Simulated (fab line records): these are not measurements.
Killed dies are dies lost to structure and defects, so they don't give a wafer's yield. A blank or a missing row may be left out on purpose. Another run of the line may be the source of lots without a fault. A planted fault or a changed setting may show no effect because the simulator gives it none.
Matching of chambers / flow nand-harc / rie-diel-01 running NHARC_A_SLIT_ETCH_29: 4 sister chambers
The step etches the open film in CF4/O2, target depth 100 nm, overetch 10 nm, time 55 s. 4 wafers are shown with their chamber, then 7 later ones without.

== WAFERS, EACH WITH ITS CHAMBER ==
wafer=L352.4; chamber=1; oes-product-au (a.u.)=0.998
wafer=L355.5; chamber=3; oes-product-au (a.u.)=1.018
wafer=L356.1; chamber=0; oes-product-au (a.u.)=1.001
wafer=L356.2; chamber=2; oes-product-au (a.u.)=1.018

== WAFERS MISSING THEIR CHAMBER ==
wafer=L356.3; oes-product-au (a.u.)=1.022
wafer=L366.1; oes-product-au (a.u.)=1.002
wafer=L366.3; oes-product-au (a.u.)=1.008
wafer=L366.4; oes-product-au (a.u.)=1.013
wafer=L370.1; oes-product-au (a.u.)=1.017
wafer=L370.2; oes-product-au (a.u.)=1.001
wafer=L370.4; oes-product-au (a.u.)=1.003

== THE CHAMBER EACH PASSED THROUGH ==
wafer=L356.3; from the rows above=can't be placed: 2 or 3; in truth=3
wafer=L366.1; from the rows above=can't be placed: 0 or 1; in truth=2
wafer=L366.3; from the rows above=can't be placed: 0 or 1 or 2 or 3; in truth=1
wafer=L366.4; from the rows above=can't be placed: 2 or 3 or 0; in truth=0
wafer=L370.1; from the rows above=can't be placed: 2 or 3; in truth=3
wafer=L370.2; from the rows above=can't be placed: 0 or 1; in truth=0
wafer=L370.4; from the rows above=can't be placed: 0 or 1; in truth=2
Correctly placed: 0 of 7. Cannot be placed on the basis of these rows: 7; the candidates contain the true chamber in 5. Number placed wrongly: 0.
How it was worked out, from the rows above alone: a wafer's distance from a chamber is the root of the sum, over the readings, of the square of ((its reading less the chamber's mean) divided by the reading's scatter). If the next closest chamber is less than 2 further off than the closest, the wafer can't be placed; otherwise it belongs to the closest. Each chamber's mean is taken over the wafers shown for it. The scatter: root of mean squared gap, hidden wafer to nearest shown wafer, with one shown wafer a chamber.
